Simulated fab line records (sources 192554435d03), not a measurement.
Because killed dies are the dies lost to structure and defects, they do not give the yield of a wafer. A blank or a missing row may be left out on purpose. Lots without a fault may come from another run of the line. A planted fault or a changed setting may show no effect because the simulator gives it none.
Which tool was responsible? -- flow n5-finfet -- route of 1938 steps, sampled at 1 step: 24 lots, 72 wafers

== WHAT THE GAUGES READ, wafer by wafer ==
N5_BEOL_M6_CD_MEAS_28 targets a cd of 40 nm.
lot,measured,on,cd-nm (nm)
L074,day 8 17:17,cd-sem-01,39.63 40.22 40.44
L075,day 8 22:13,cd-sem-02,40.12 40.46 40.42
L076,day 9 04:56,cd-sem-03,40.09 39.83 39.71
L077,day 9 12:55,cd-sem-02,39.87 39.86 39.75
L078,day 9 22:14,cd-sem-02,40.10 40.14 40.19
L079,day 10 03:05,cd-sem-02,40.09 40.31 39.84
L081,day 10 21:57,cd-sem-02,39.69 40.07 39.78
L080,day 11 14:55,cd-sem-02,40.22 40.23 40.46
L083,day 11 19:18,cd-sem-01,40.00 39.85 40.03
L082,day 12 05:50,cd-sem-03,39.93 40.11 40.61
L085,day 12 09:16,cd-sem-01,39.89 39.98 39.94
L086,day 12 17:23,cd-sem-02,39.80 40.15 39.62
L087,day 12 17:26,cd-sem-01,39.87 40.08 40.40
L084,day 12 19:23,cd-sem-03,40.09 39.88 39.88
L089,day 13 13:55,cd-sem-02,40.04 40.08 40.06
L088,day 13 16:08,cd-sem-03,39.62 40.02 39.74
L091,day 14 00:19,cd-sem-01,40.24 40.48 39.98
L094,day 14 03:45,cd-sem-02,39.98 40.16 39.89
L090,day 14 06:43,cd-sem-01,39.80 40.16 40.25
L093,day 14 17:27,cd-sem-02,39.86 39.56 39.84
L096,day 14 21:04,cd-sem-03,39.90 40.17 40.03
L092,day 14 22:55,cd-sem-01,40.10 39.75 40.52
L095,day 15 03:11,cd-sem-02,40.04 40.22 40.15
L097,day 15 10:02,cd-sem-01,39.93 39.98 40.16

== WHAT TOOL EACH LOT RAN ON (gives the tool, then ch and the chambers of the sampled wafers, and finally the start) ==
The record holds no process step before these readings.

== AS READ BY THE TOOLS THEMSELVES (means over the sampled wafers that have a number; for cases with no such wafer, the mark the record gives instead) ==
The record holds no such reading with a usual standard deviation.

== THE ANSWER, worked out from the rows above alone ==
Rule: what is usual is taken from the lots themselves. The widest of any qualifying gaps counts: lots, ordered by their means at a reading, are off when they make up no more than a third of the lots, leave a main group of 4 or more, and stand apart from it by 3 or more times the standard deviation of that group's means. A main group whose means are all the same, to the digits that the tables above print for the reading, isn't used. A lot without any number at a reading at which 4 lots or more have one is off too. The other lots that the step has rows for count as sound. The gauges are gone through in route order, then the tools' own readings, and for those a lot's mean is taken as printed above. At the first step where some lot is off, the reading lying furthest off is the one used; lots without a number count as furthest.
No lot is off on any of the readings shown, so nothing can be concluded from this.

== WHAT THE SIMULATOR HAD INSERTED ==
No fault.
